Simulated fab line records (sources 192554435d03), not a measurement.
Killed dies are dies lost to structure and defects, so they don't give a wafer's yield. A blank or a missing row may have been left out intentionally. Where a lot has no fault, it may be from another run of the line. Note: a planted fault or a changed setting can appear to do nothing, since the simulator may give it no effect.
Which tool was responsible? ; flow n5Finfet ; 24 lots, 72 wafers sampled, at 5 steps of a route of 1938

WHAT THE GAUGES SHOWED, per wafer
N5_BEOL_M7_CD_MEAS_35 targets a cd of 40 nm.
lot;measured;on;cdNm (nm)
L074;day 9 01:08;cdSem-02;40.6 40.7 40.8
L075;day 9 17:46;cdSem-03;39.8 39.7 39.8
L077;day 9 20:02;cdSem-02;39.6 40.5 40.0
L078;day 10 00:10;cdSem-01;39.9 40.5 40.4
L076;day 10 00:23;cdSem-03;40.3 40.0 39.7
L079;day 10 14:34;cdSem-02;39.2 39.8 39.2
L080;day 10 14:38;cdSem-01;39.9 40.6 40.4
L081;day 11 01:51;cdSem-02;38.7 39.7 40.4
L082;day 11 02:13;cdSem-01;39.5 40.3 39.0
L084;day 11 10:58;cdSem-02;40.5 40.0 40.1
L083;day 11 18:04;cdSem-01;41.2 39.5 41.0
L085;day 12 09:02;cdSem-01;39.4 40.1 40.3
L088;day 12 23:14;cdSem-03;40.1 39.5 40.0
L087;day 12 23:38;cdSem-03;38.2 39.8 38.7
L086;day 12 23:52;cdSem-03;39.1 38.4 39.1
L089;day 13 03:50;cdSem-01;39.4 40.0 39.8
L090;day 13 10:52;cdSem-02;40.5 40.3 40.6
L092;day 13 10:56;cdSem-03;41.0 40.3 40.5
L091;day 13 16:31;cdSem-02;41.2 39.8 39.2
L093;day 14 04:20;cdSem-02;41.2 40.9 41.4
L095;day 14 20:23;cdSem-02;39.9 39.8 39.7
L094;day 14 20:50;cdSem-02;40.7 40.5 39.9
L097;day 15 00:15;cdSem-01;40.9 40.4 40.6
L096;day 15 00:47;cdSem-01;40.7 40.3 40.3

N5_BEOL_M7_RS_MEAS_57: the measuring method here is four-point-probe.
lot;measured;on;M7_RS (ohm/sq)
L074;day 9 04:05;filmMetro-01;0.271 0.280 0.270
L075;day 9 20:56;filmMetro-01;0.302 0.307 0.304
L077;day 9 22:17;filmMetro-01;0.285 0.292 0.285
L078;day 10 02:11;filmMetro-01;0.299 0.274 0.289
L076;day 10 03:56;filmMetro-01;0.294 0.285 0.281
L079;day 10 17:32;filmMetro-02;0.280 0.287 0.281
L080;day 10 17:46;filmMetro-02;0.274 0.279 0.287
L081;day 11 04:13;filmMetro-02;0.295 0.278 0.290
L082;day 11 05:14;filmMetro-01;0.292 0.297 0.285
L084;day 11 14:38;filmMetro-02;0.291 0.285 0.285
L083;day 11 21:34;filmMetro-01;0.286 0.281 0.288
L085;day 12 12:01;filmMetro-02;0.298 0.293 0.275
L088;day 13 01:19;filmMetro-02;0.294 0.288 0.299
L087;day 13 02:09;filmMetro-01;0.300 0.291 0.289
L086;day 13 02:27;filmMetro-01;0.279 0.291 0.282
L089;day 13 06:16;filmMetro-02;0.300 0.294 0.299
L090;day 13 13:07;filmMetro-01;0.278 0.291 0.291
L092;day 13 13:44;filmMetro-02;0.292 0.274 0.290
L091;day 13 20:34;filmMetro-01;0.278 0.275 0.283
L093;day 14 08:32;filmMetro-01;0.290 0.292 0.294
L095;day 14 22:58;filmMetro-01;0.290 0.273 0.277
L094;day 15 00:35;filmMetro-01;0.286 0.283 0.301
L097;day 15 02:46;filmMetro-02;0.288 0.297 0.289
L096;day 15 04:52;filmMetro-02;0.298 0.294 0.285

N5_BEOL_M8_INSPECT_13: inspects for defects (brightfield).
lot;measured;on;rawDefectCount
L074;day 9 07:12;defectInspect-01;404 314 399
L075;day 10 00:24;defectInspect-01;565 299 414
L077;day 10 01:02;defectInspect-01;409 380 377
L078;day 10 03:46;defectInspect-02;234 248 320
L076;day 10 05:39;defectInspect-01;342 420 340
L079;day 10 21:37;defectInspect-02;420 272 326
L080;day 10 21:47;defectInspect-02;252 241 341
L081;day 11 05:44;defectInspect-02;466 236 383
L082;day 11 08:11;defectInspect-02;312 346 264
L084;day 11 16:22;defectInspect-02;257 264 306
L083;day 12 03:13;defectInspect-01;529 476 683
L085;day 12 14:37;defectInspect-02;222 368 481
L088;day 13 04:30;defectInspect-02;412 299 352
L087;day 13 04:40;defectInspect-01;399 415 538
L086;day 13 04:52;defectInspect-01;448 528 404
L089;day 13 08:03;defectInspect-01;481 413 444
L090;day 13 14:17;defectInspect-01;552 384 443
L092;day 13 16:29;defectInspect-02;383 398 361
L091;day 13 22:50;defectInspect-01;489 640 456
L093;day 14 10:02;defectInspect-01;373 411 294
L095;day 15 01:07;defectInspect-01;448 589 978
L094;day 15 02:16;defectInspect-01;394 282 319
L097;day 15 04:02;defectInspect-01;592 415 467
L096;day 15 07:22;defectInspect-02;267 320 311

EACH LOT AND THE TOOL THAT RAN IT (in order: tool; ch and the chambers of the sampled wafers; start)
lot;N5_BEOL_M7_STRIP_36;N5_BEOL_M8_HM_DEP_02
L074;rieDiel-05 ch 1,3, day 9 00:46;pvdSputter-03, day 9 06:44
L075;rieDiel-03 ch 0,2, day 9 17:25;pvdSputter-01, day 9 23:58
L077;rieDiel-05 ch 0,2,3, day 9 19:41;pvdSputter-01, day 10 00:28
L078;rieDiel-03 ch 1,2, day 9 23:49;pvdSputter-01, day 10 03:20
L076;rieDiel-05 ch 0,2,3, day 10 00:02;pvdSputter-02, day 10 05:13
L079;rieDiel-05 ch 0,1,3, day 10 14:13;pvdSputter-03, day 10 21:04
L080;rieDiel-04 ch 0,2,3, day 10 14:16;pvdSputter-03, day 10 21:10
L081;rieDiel-03 ch 0,1,2, day 11 01:24;pvdSputter-03, day 11 05:11
L082;rieDiel-05 ch 0,1,2, day 11 01:52;pvdSputter-03, day 11 07:45
L084;rieDiel-04 ch 2,3, day 11 10:29;pvdSputter-02, day 11 15:49
L083;rieDiel-05 ch 0,1,3, day 11 17:43;pvdSputter-01, day 12 02:40
L085;rieDiel-03 ch 2,3, day 12 08:41;pvdSputter-03, day 12 14:11
L088;rieDiel-05 ch 0,1,2, day 12 22:53;pvdSputter-03, day 13 03:57
L087;rieDiel-05 ch 0,2, day 12 23:17;pvdSputter-03, day 13 04:05
L086;rieDiel-04 ch 0,1,3, day 12 23:30;pvdSputter-03, day 13 04:19
L089;rieDiel-05 ch 0,1,2, day 13 03:29;pvdSputter-02, day 13 07:30
L090;rieDiel-04 ch 0,2, day 13 10:31;pvdSputter-02, day 13 13:52
L092;rieDiel-03 ch 0,1, day 13 10:35;pvdSputter-03, day 13 15:56
L091;rieDiel-04 ch 0,2,3, day 13 16:10;pvdSputter-03, day 13 22:25
L093;rieDiel-05 ch 0,1, day 14 03:58;pvdSputter-01, day 14 09:36
L095;rieDiel-04 ch 1,2, day 14 20:02;pvdSputter-02, day 15 00:41
L094;rieDiel-05 ch 0,1,2, day 14 20:29;pvdSputter-02, day 15 01:43
L097;rieDiel-05 ch 0,1,2, day 14 23:54;pvdSputter-03, day 15 03:29
L096;rieDiel-03 ch 0,2, day 15 00:26;pvdSputter-02, day 15 06:49
- N5_BEOL_M7_STRIP_36: strips in N2/H2.
- N5_BEOL_M8_HM_DEP_02: deposits TiN, target thk 20 nm.

AS READ BY THE TOOLS THEMSELVES (means over the sampled wafers that have a number; for cases with no such wafer, the mark the record gives instead)
N5_BEOL_M7_STRIP_36.
lot;tool;drypumpMotorCurrentA (A);oesProductAu (a.u.);rfVppV (V);showerheadPlenumPTorr (Torr);throttleValvePct (%)
L074;rieDiel-05;5.4;0.79;59.2;2.50;23.5
L075;rieDiel-03;5.9;0.71;59.3;2.56;23.9
L077;rieDiel-05;5.8;0.83;59.8;2.53;23.7
L078;rieDiel-03;5.3;0.86;58.4;2.55;23.9
L076;rieDiel-05;5.8;0.82;59.3;2.53;23.7
L079;rieDiel-05;5.7;0.81;57.0;2.48;23.4
L080;rieDiel-04;5.6;0.81;58.8;2.54;23.7
L081;rieDiel-03;5.5;0.77;58.7;2.55;23.9
L082;rieDiel-05;5.8;0.79;60.4;2.48;23.5
L084;rieDiel-04;5.3;0.81;58.5;2.61;23.4
L083;rieDiel-05;5.7;0.81;59.5;2.48;23.4
L085;rieDiel-03;6.0;0.74;59.0;2.45;23.5
L088;rieDiel-05;5.8;0.78;57.4;2.47;23.5
L087;rieDiel-05;6.0;0.82;58.6;2.50;23.6
L086;rieDiel-04;5.6;0.86;58.1;2.54;23.5
L089;rieDiel-05;5.8;0.76;60.3;2.47;23.5
L090;rieDiel-04;5.4;0.75;58.7;2.44;23.9
L092;rieDiel-03;5.5;0.75;58.4;2.62;24.1
L091;rieDiel-04;5.6;0.77;59.9;2.53;23.7
L093;rieDiel-05;5.7;0.76;57.9;2.43;23.2
L095;rieDiel-04;5.0;0.77;59.3;2.43;23.6
L094;rieDiel-05;5.8;0.76;56.7;2.46;23.5
L097;rieDiel-05;5.8;0.76;59.7;2.46;23.5
L096;rieDiel-03;5.9;0.86;60.2;2.68;23.6

N5_BEOL_M8_HM_DEP_02.
lot;tool;throttleValvePct (%)
L074;pvdSputter-03;30.1
L075;pvdSputter-01;31.0
L077;pvdSputter-01;29.9
L078;pvdSputter-01;30.5
L076;pvdSputter-02;29.3
L079;pvdSputter-03;30.1
L080;pvdSputter-03;29.9
L081;pvdSputter-03;29.9
L082;pvdSputter-03;30.1
L084;pvdSputter-02;29.2
L083;pvdSputter-01;30.7
L085;pvdSputter-03;30.6
L088;pvdSputter-03;29.6
L087;pvdSputter-03;30.0
L086;pvdSputter-03;29.6
L089;pvdSputter-02;29.1
L090;pvdSputter-02;29.4
L092;pvdSputter-03;29.6
L091;pvdSputter-03;30.0
L093;pvdSputter-01;31.2
L095;pvdSputter-02;28.9
L094;pvdSputter-02;29.3
L097;pvdSputter-03;30.0
L096;pvdSputter-02;28.9

THE ANSWER, worked out from the rows above alone
Rule: usual is defined by the lots themselves. Put in order of their means at a reading, lots are off if they are a third of the lots or fewer, leave a main group of 4 or more, and stand apart from it by a gap of 3 or more times the standard deviation of the main group's means; of several such gaps the widest counts. The tables above print the reading to a certain number of digits; a main group whose means all agree to those digits is not used. Also off: a lot with no number at a reading for which 4 or more lots have one. The other lots that the step has rows for count as sound. Order of review: gauges by route order, followed by the tools' own readings, for which a lot's mean as printed above is used. At the first step where some lot is off, the reading lying furthest off is the one used; lots without a number count as furthest.
No lot is off on any of the readings shown, so nothing can be concluded from this.

WHAT THE SIMULATOR HAD INSERTED
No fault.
